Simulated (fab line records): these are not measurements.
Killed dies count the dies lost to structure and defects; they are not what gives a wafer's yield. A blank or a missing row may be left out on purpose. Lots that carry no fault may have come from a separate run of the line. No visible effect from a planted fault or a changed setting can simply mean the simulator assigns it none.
Chamber matching ; flow n5-finfet ; cmp-03 running N5_HKMG_FIN_CMP_23: 4 sister chambers
The step polishes, stops on SiNx, t overpolish 10 s, target thk 46.326 nm. 4 wafers are shown with their chamber, then 7 later ones without.

WAFERS WITH THEIR CHAMBER
wafer;chamber;motor-current-A (A)
L657.2;2;10.5
L664.6;1;14.1
L667.1;3;12.6
L667.3;0;13.3

WAFERS WHOSE CHAMBER IS MISSING
wafer;motor-current-A (A)
L667.4;14.3
L669.1;10.5
L669.2;12.6
L669.3;13.6
L672.1;13.1
L672.3;12.7
L672.5;12.4

EACH ONE'S CHAMBER
wafer;from the rows above;in truth
L667.4;1;1
L669.1;2;2
L669.2;3;3
L669.3;can't be placed: 0 or 1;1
L672.1;can't be placed: 0 or 3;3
L672.3;3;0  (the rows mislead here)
L672.5;3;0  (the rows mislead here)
Placed correctly: 3 of 7. Unplaceable from these rows: 2, with the true chamber sitting among the candidates in 2. Number placed wrongly: 2.
How it was worked out, from the rows above alone: a wafer's distance from a chamber is the root of the sum, over the readings, of the square of ((its reading less the chamber's mean) divided by the reading's scatter). The wafer belongs to the nearest chamber; if the next one is less than 2 further off, it can't be placed. A chamber's mean is the mean of its shown wafers. The scatter (one wafer shown for each chamber): square how far every hidden wafer sits from the nearest shown wafer, average those squares and take the square root.
